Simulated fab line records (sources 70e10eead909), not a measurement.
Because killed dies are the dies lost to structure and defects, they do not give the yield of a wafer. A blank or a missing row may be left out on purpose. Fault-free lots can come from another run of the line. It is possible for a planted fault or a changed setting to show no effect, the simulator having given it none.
Chamber matching | flow nand harc | 4 sister chambers for NHARC_P_ZERO_WELL_DESCUM_13 on rie diel-06
The step chemistry O2, time 3 s. 14 wafers are shown with their chamber, then 7 later ones without.

WAFERS, EACH WITH ITS CHAMBER
wafer  | chamber | drypump motor current A (A) | showerhead plenum p Torr (Torr) | throttle valve pct (%)
L242.1 | 1       | 5.2                         | 1.76                            | 11.315
L242.2 | 3       | 5.4                         | 1.82                            | 11.313
L242.6 | 2       | 4.9                         | 1.92                            | 11.307
L243.1 | 1       | 5.2                         | 1.76                            | 11.319
L243.2 | 3       | 5.4                         | 1.82                            | 11.306
L243.5 | 2       | 4.9                         | 1.92                            | 11.315
L244.2 | 0       | 5.4                         | 1.85                            | 11.313
L244.3 | 2       | 4.9                         | 1.92                            | 11.307
L244.6 | 1       | 5.2                         | 1.76                            | 11.318
L248.1 | 1       | 5.3                         | 1.76                            | 11.318
L248.2 | 3       | 5.4                         | 1.82                            | 11.314
L248.4 | 0       | 5.4                         | 1.85                            | 11.306
L259.3 | 1       | 5.2                         | 2.07                            | 11.316
L259.5 | 1       | 5.3                         | 2.07                            | 11.314

SIGNATURES, as means of the wafers listed above
reading                  | chamber 0 | chamber 1 | chamber 2 | chamber 3 | scatter within a chamber
drypump motor current A  | 5.400     | 5.233     | 4.900     | 5.400     | 0.0365
showerhead plenum p Torr | 1.8500    | 1.8633    | 1.9200    | 1.8200    | 0.113
throttle valve pct       | 11.30950  | 11.31667  | 11.30967  | 11.31100  | 0.00353
Rule: distance of a wafer from a chamber = root of the sum over the readings of ((wafer's reading minus chamber's mean) / reading's scatter) squared. If the next closest chamber is less than 2 further off than the closest, the wafer can't be placed; otherwise it belongs to the closest. The scatter is the square root of a quotient: the sum, over the shown wafers, of each reading's squared deviation from its chamber's mean, divided by wafers minus chambers.

WAFERS WITH NO CHAMBER GIVEN
wafer  | drypump motor current A (A) | showerhead plenum p Torr (Torr) | throttle valve pct (%)
L259.6 | 4.9                         | 1.90                            | 11.303
L261.1 | 5.2                         | 2.07                            | 11.319
L261.5 | 4.9                         | 1.90                            | 11.321
L261.6 | 5.4                         | 1.80                            | 11.307
L262.1 | 5.4                         | 1.83                            | 11.309
L262.3 | 4.9                         | 1.90                            | 11.296
L262.5 | 5.2                         | 2.07                            | 11.297

WHICH CHAMBER EACH WENT THROUGH
wafer  | from the rows above          | in truth
L259.6 | 2                            | 2
L261.1 | 1                            | 1
L261.5 | 2                            | 2
L261.6 | can't be placed: 0 or 3      | 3
L262.1 | can't be placed: 0 or 3      | 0
L262.3 | 2                            | 2
L262.5 | can't be placed: 1 or 0 or 3 | 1
Correct placement for 4 of the 7. Can't be placed from these rows: 3 (the true chamber is among the candidates in 3). Wrongly placed: 0.
